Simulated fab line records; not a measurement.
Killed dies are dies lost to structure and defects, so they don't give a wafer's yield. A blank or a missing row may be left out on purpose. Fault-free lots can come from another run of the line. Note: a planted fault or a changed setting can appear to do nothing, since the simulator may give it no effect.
Comparing a struck lot with a sound one / flow n5Finfet / 38 out of 1938 route steps
Sound: the wafers L990.1, L990.4, L990.5. Struck: wafers L993.1, L993.5, L993.6. Last of all comes the cause.
At each step with rows: each side's tool, then ch and its chambers, then its first start. Under that, the readings that differ: sound wafers / struck wafers / difference of the means / sigmas: that difference in standard deviations of wafers without a fault.
alike: same words and numbers on both sides, and readings whose means sit less than 2 such deviations apart. not compared: any withheld reading, any reading some wafer has no value for, any bound like >300 that may hide the same value, and any number with overlapping values for which the record gives no deviation.
Wherever a step has rows on one side only, a row that says differs or no value, or a row with sigmas, the two part there. Numbers that have no deviation but don't overlap get no sigmas and don't part them. A reading missing from all wafers of one side parts the sides only when that side holds two or more wafers.

first, 9 steps without rows for these wafers: N5_BEOL_M4_ANNEAL_95 (time 240 s); N5_BEOL_M4_SPUTTER_96 (material Cu, target thk 4.5 nm, time 8.29 s); N5_BEOL_M4_ECD_50 (material Cu, target thk 300 nm); N5_BEOL_M4_ANNEAL_51 (time 90 s); N5_BEOL_M4_CMP_52 (polishes, stops on SiOC, t overpolish 6.8 s, target thk 40 nm); N5_BEOL_M4_PRE_CLEAN_60 (time 15 s); N5_BEOL_M4_CO_CAP_55 (material Co, precursor CCTBA/H2, target thk 2 nm, time 102.1 s); N5_BEOL_M4_PRE_CLEAN_56 (time 15 s); N5_BEOL_M4_DEP_57 (deposits SiCN from 3MS/NH3, target thk 8 nm, time 14 s).
N5_BEOL_M4_RC_MEAS_101:
  sound on prober-01 ch 0, day 14 01:27; struck on prober-02 ch 0, day 13 09:08
  alike: DIBL_N, DIBL_P, IOFF_N, IOFF_P, ION_N, ION_P, SS_N, SS_P, VT_N, VT_P
then, 24 steps without rows for these wafers: N5_BEOL_M5_ILD_DEP_00 (deposits SiCOH lowk from DEMS/porogen, target thk 140.64 nm, time 25.9 s); N5_BEOL_M5_CURE_79 (cures SiCOH lowk, time 240 s); N5_BEOL_M5_PECVD_70 (deposits SiO2 from TEOS/O2, target thk 16 nm, time 18 s); N5_BEOL_M5_HM_DEP_02 (deposits TiN, target thk 20 nm); N5_BEOL_M5_COAT_59 (time 60 s, resist thk 60 nm); N5_BEOL_M5_COAT_60 (time 60 s, resist thk 12 nm); N5_BEOL_M5_COAT_71 (time 60 s, resist thk 5 nm); N5_BEOL_M5_COAT_05 (resist thk 30 nm); N5_BEOL_M5_EBR_07; N5_BEOL_M5_SOFTBAKE_06 (time 60 s); N5_BEOL_M5_EXPOSE_08 (exposes mask M5, target cd 28 nm); N5_BEOL_M5_PEB_09 (peb time 60 s); N5_BEOL_M5_DEVELOP_10 (develop time 30 s); N5_BEOL_M5_DESCUM_16 (chemistry O2, time 7 s); N5_BEOL_M5_ETCH_72 (etches underlayer in N2/H2, target depth 6.5 nm, time 5.2 s); N5_BEOL_M5_ETCH_61 (etches SiARC in CF4, target depth 15.6 nm, time 26 s); N5_BEOL_M5_ETCH_62 (etches SOC in N2/H2, target depth 75 nm, overetch 15 nm, time 112.5 s); N5_BEOL_M5_STRIP_63 (strips in N2/H2); N5_BEOL_M5_STRIP_73 (strips in N2/H2); N5_BEOL_M5_STRIP_64 (strips in CF4); N5_BEOL_M5_HM_OPEN_17 (chemistry Cl2/BCl3, target TiN, target depth 20 nm, overetch 6 nm); N5_BEOL_M5_STRIP_19 (strips in O2); N5_BEOL_M5_COAT_65 (time 60 s, resist thk 60 nm); N5_BEOL_M5_COAT_66 (time 60 s, resist thk 12 nm).
N5_BEOL_M6_TRENCH_ETCH_37: etches SiCOH lowk in C4F6/O2, target depth 94.435 nm, time 31.5 s.
  sound on rieDiel-01 ch 0,1, day 14 21:29; struck on rieDiel-01 ch 0,1,2, day 14 04:20
  no value came back on the struck wafers for any of 8 readings (C4F6_flow_sccm (sccm), O2_flow_sccm (sccm) and others); on the sound wafers C4F6_flow_sccm (sccm) reads 10.00 9.98 9.99
reading=model.TiN_of_BEOL_M6_HM_DEP_02.thkNm (nm); sound=17.8 17 17.2; struck=20 20.6 20; difference=+3; sigmas=
  not compared: rfHoursCounterH
N5_BEOL_M6_OCD_MEAS_38:
  struck on ocd-02, day 14 04:29; sound on ocd-02, day 14 21:38
reading=trenchDepthNm (nm); sound=94.9 95.8 95.0; struck=0 0.4 0; difference=-95; sigmas=-43
N5_BEOL_M6_CMP_52: polishes, stops on SiCOH lowk, t overpolish 6.9 s, target thk 80 nm.
  sound on cmp-02 ch 1,3, day 14 23:37; struck on cmp-02 ch 0,2,3, day 14 06:38
reading=model.Cu_of_BEOL_M6_ECD_50.thkNm (nm); sound=82.2 81.2 81; struck=0 0 1; difference=-81; sigmas=
  alike: motorCurrentA, retainingRingPressureFrac
-- the record jumps here: 5 days lie between the struck wafers' starts before and after (it left off in module BEOL_M6 and takes up again in module PASSIVATION, whose first step shown is number 1936 of the route) --
N5_PASSIVATION_PROBE_49:
  struck on prober-02, day 18 21:08; sound on prober-02, day 19 02:55
reading=defectLimitedYield (%); sound=89.9 92.5 92.3; struck=0 0 0; difference=-92; sigmas=-57
reading=killed_at_M4_up; sound=15 19 15; struck=1085 1089 1104; difference=+1076; sigmas=+99 or more
reading=killedDies; sound=119 89 91; struck=1180 1180 1180; difference=+1080; sigmas=+57
reading=killedOnRim; sound=18 7 9; struck=152 152 152; difference=+141; sigmas=+33
reading=sort_bin_5_function (%); sound=6.3 3.8 4.0; struck=96.1 96.8 96.7; difference=+91.8; sigmas=+92
reading=sortNPass; sound=1061 1091 1086; struck=0 0 0; difference=-1079; sigmas=-54
reading=sortYieldPct (%); sound=89.9 92.5 92.0; struck=0 0 0; difference=-91; sigmas=-54
  alike: killed_at_M0_to_M3, killedAtContacts, killedAtFrontEnd, killedAtOther, killedOpen, killedShort, sort_bin_6_memory, sort_bin_8_speed

## WHERE THEY PART
Last at N5_PASSIVATION_PROBE_49 as far as this record goes, first at N5_BEOL_M6_TRENCH_ETCH_37.

WHY: what the simulator had put in
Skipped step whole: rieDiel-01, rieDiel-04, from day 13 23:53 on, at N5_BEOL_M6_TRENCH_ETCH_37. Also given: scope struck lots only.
